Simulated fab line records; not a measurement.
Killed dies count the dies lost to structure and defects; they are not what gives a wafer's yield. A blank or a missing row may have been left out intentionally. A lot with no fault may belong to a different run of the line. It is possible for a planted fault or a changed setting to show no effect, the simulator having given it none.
Chamber matching -- flow nand_harc -- NHARC_A_DECK1_JOINT_ETCHBACK_07 on rie_si-04 has 4 sister chambers
The step etches the open film in HBr, target depth 105 nm, time 26.9 s. 16 wafers are shown with their chamber, then 8 later ones without.

== EACH WAFER AND ITS CHAMBER ==
wafer,chamber,oes_product_au (a.u.),throttle_valve_pct (%)
L877.1,2,0.989,23.272
L877.3,0,1.001,23.252
L877.6,0,0.994,23.265
L878.1,1,1.005,23.252
L878.2,2,0.989,23.257
L878.5,1,0.994,23.272
L879.2,1,1.003,23.262
L879.3,0,0.985,23.252
L879.5,0,0.982,23.269
L892.3,0,1.019,23.260
L892.5,2,0.994,23.262
L892.6,1,1.010,23.273
L894.3,3,0.989,23.280
L894.5,3,0.992,23.257
L894.6,0,1.017,23.258
L896.1,1,1.028,23.267

SIGNATURES (averages over the wafers above)
reading,chamber 0,chamber 1,chamber 2,chamber 3,scatter within a chamber
oes_product_au,0.99967,1.00800,0.99067,0.99050,0.0126
throttle_valve_pct,23.25933,23.26520,23.26367,23.26850,0.00871
Rule: distance of a wafer from a chamber = root of the sum over the readings of ((wafer's reading minus chamber's mean) / reading's scatter) squared. If the next closest chamber is less than 2 further off than the closest, the wafer can't be placed; otherwise it belongs to the closest. The scatter: the root of (the sum of the squares of (reading less its chamber's mean) over the shown wafers, divided by (wafers less chambers)).

== WAFERS WITHOUT THEIR CHAMBER ==
wafer,oes_product_au (a.u.),throttle_valve_pct (%)
L896.3,1.024,23.253
L896.6,0.993,23.259
L898.2,1.010,23.265
L898.3,0.994,23.265
L898.5,1.034,23.267
L900.2,0.990,23.273
L900.4,0.994,23.265
L900.6,0.996,23.250

== WHICH CHAMBER EACH WENT THROUGH ==
wafer,from the rows above,in truth
L896.3,can't be placed: 1 or 0 or 2 or 3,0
L896.6,can't be placed: 0 or 2 or 3 or 1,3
L898.2,can't be placed: 1 or 0 or 2 or 3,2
L898.3,can't be placed: 2 or 3 or 0 or 1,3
L898.5,can't be placed: 1 or 0 or 3 or 2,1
L900.2,can't be placed: 3 or 2 or 1 or 0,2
L900.4,can't be placed: 2 or 3 or 0 or 1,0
L900.6,can't be placed: 0 or 2 or 1 or 3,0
Correctly placed: 0 of 8. Not placeable from these rows: 8 (in 8, the candidates include the true chamber). Number placed wrongly: 0.
